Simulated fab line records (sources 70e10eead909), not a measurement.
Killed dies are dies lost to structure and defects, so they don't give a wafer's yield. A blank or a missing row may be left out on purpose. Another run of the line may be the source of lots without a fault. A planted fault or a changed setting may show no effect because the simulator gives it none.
Which tool is to blame? + flow nand harc + 12 lots with 36 wafers sampled at 4 steps, on a route of 1302 steps

WHAT EACH GAUGE READ, for each wafer
NHARC_P_CONTACT_CD_MEAS_19.
| lot  | measured     | on        | cd nm (nm)     |
|------|--------------|-----------|----------------|
| L075 | day 6 13:04  | cd sem-01 | 86.6 85.8 84.4 |
| L077 | day 7 02:22  | cd sem-02 | 91.6 91.5 87.8 |
| L079 | day 7 22:04  | cd sem-02 | 88.4 87.8 88.2 |
| L081 | day 8 17:51  | cd sem-03 | 88.3 85.4 87.3 |
| L083 | day 9 16:35  | cd sem-03 | 85.1 88.3 82.1 |
| L085 | day 10 12:23 | cd sem-01 | 86.4 87.0 87.9 |
| L087 | day 11 04:51 | cd sem-02 | 85.5 84.8 86.1 |
| L088 | day 12 05:39 | cd sem-02 | 88.1 87.9 88.6 |
| L091 | day 12 20:50 | cd sem-01 | 88.1 85.5 89.1 |
| L093 | day 13 20:13 | cd sem-02 | 90.4 87.5 90.0 |
| L095 | day 14 15:44 | cd sem-02 | 89.0 86.1 88.5 |
| L097 | day 15 08:43 | cd sem-01 | 89.2 88.2 86.4 |

TOOL THAT RAN EACH LOT (tool first, then ch and the chambers of the sampled wafers, then the start)
| lot  | NHARC_P_GATE_DESCUM_61             | NHARC_P_CONTACT_DEP_30          | NHARC_P_CONTACT_ETCH_31                       |
|------|------------------------------------|---------------------------------|-----------------------------------------------|
| L075 | rie diel-05 ch 0,2,3, day 6 06:01  | pecvd-04 ch 0,1,2, day 6 10:35  | rie diel-12 ch 0,1,3, day 6 13:04 or earlier  |
| L077 | rie diel-01 ch 1,2,3, day 6 18:59  | pecvd-04 ch 0,1,2, day 6 23:46  | rie diel-02 ch 0,2,3, day 7 02:22 or earlier  |
| L079 | rie diel-01 ch 1,2, day 7 15:02    | pecvd-03 ch 0,1,2, day 7 19:37  | rie diel-02 ch 0,1, day 7 22:04 or earlier    |
| L081 | rie diel-05 ch 2,3, day 8 10:25    | pecvd-03 ch 0,1,2, day 8 15:18  | rie diel-12 ch 0,1,2, day 8 17:51 or earlier  |
| L083 | rie diel-01 ch 0,1,2, day 9 09:25  | pecvd-03 ch 0,1,2, day 9 13:59  | rie diel-12 ch 0,2, day 9 16:35 or earlier    |
| L085 | rie diel-01 ch 0,2, day 10 05:07   | pecvd-03 ch 0,1, day 10 09:44   | rie diel-09 ch 1,3, day 10 12:23 or earlier   |
| L087 | rie diel-13 ch 0,1,3, day 10 21:32 | pecvd-04 ch 0,1,2, day 11 02:16 | rie diel-12 ch 1,2,3, day 11 04:51 or earlier |
| L088 | rie diel-13 ch 0,1,2, day 11 22:23 | pecvd-03 ch 1,2, day 12 03:03   | rie diel-09 ch 0,1, day 12 05:39 or earlier   |
| L091 | rie diel-01 ch 0,2,3, day 12 13:40 | pecvd-01 ch 0,1,2, day 12 18:14 | rie diel-02 ch 0,2,3, day 12 20:50 or earlier |
| L093 | rie diel-05 ch 0,1,2, day 13 13:02 | pecvd-03 ch 0,2, day 13 17:36   | rie diel-09 ch 2,3, day 13 20:13 or earlier   |
| L095 | rie diel-01 ch 2,3, day 14 07:52   | pecvd-03 ch 0,2, day 14 12:40   | rie diel-02 ch 0,3, day 14 15:44 or earlier   |
| L097 | rie diel-01 ch 0,1,2, day 15 01:11 | pecvd-01 ch 0,2, day 15 06:07   | rie diel-09 ch 1,3, day 15 08:43 or earlier   |
- NHARC_P_GATE_DESCUM_61: chemistry O2, time 3 s.
- NHARC_P_CONTACT_DEP_30: deposits SiNx, target thk 30 nm.
- NHARC_P_CONTACT_ETCH_31: etches the open film in CH3F/O2, target depth 30 nm, time 85.7 s.

THE ANSWER, worked out from the rows above alone
Rule: the usual values come from the lots themselves. The widest of any qualifying gaps counts: lots, ordered by their means at a reading, are off when they make up no more than a third of the lots, leave a main group of 4 or more, and stand apart from it by 3 or more times the standard deviation of that group's means. A main group is skipped when, at the precision printed for the reading in the tables above, its means are all equal. Also off: a lot with no number at a reading for which 4 or more lots have one. The other lots that the step has rows for count as sound.
No lot is off at any reading shown: from this, nothing can be told.

WHAT THE SIMULATOR PUT IN
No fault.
